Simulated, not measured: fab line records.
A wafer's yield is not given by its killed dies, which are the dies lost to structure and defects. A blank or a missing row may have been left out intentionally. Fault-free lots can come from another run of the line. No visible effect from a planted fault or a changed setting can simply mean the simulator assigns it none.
Matching of chambers | flow nandHarc | 3 sister chambers for NHARC_P_M2_PRE_CLEAN_32 on pecvd-04
The step time 12 s. 3 wafers are shown with their chamber, then 7 later ones without.

WAFERS, EACH WITH ITS CHAMBER
wafer  | chamber | heaterPowerOuterW (W)
L793.5 | 0       | 318
L794.3 | 2       | 491
L794.4 | 1       | 378

WAFERS WITHOUT THEIR CHAMBER
wafer  | heaterPowerOuterW (W)
L794.6 | 489
L800.2 | 427
L800.5 | 416
L800.6 | 477
L801.1 | 357
L801.2 | 447
L801.3 | 387

EACH ONE'S CHAMBER
wafer  | from the rows above          | in truth
L794.6 | 2                            | 2
L800.2 | can't be placed: 1 or 2 or 0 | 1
L800.5 | can't be placed: 1 or 2 or 0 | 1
L800.6 | 2                            | 2
L801.1 | can't be placed: 1 or 0      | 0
L801.2 | can't be placed: 2 or 1      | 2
L801.3 | can't be placed: 1 or 0      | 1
Correctly placed: 2 of 7. Cannot be placed on the basis of these rows: 5; the candidates contain the true chamber in 5. Number placed wrongly: 0.
How it was worked out, from the rows above alone: a wafer's distance from a chamber is the root of the sum, over the readings, of the square of ((its reading less the chamber's mean) divided by the reading's scatter). If the next closest chamber is less than 2 further off than the closest, the wafer can't be placed; otherwise it belongs to the closest. A chamber's mean is the mean of its shown wafers. The scatter: root of mean squared gap, hidden wafer to nearest shown wafer, with one shown wafer a chamber.
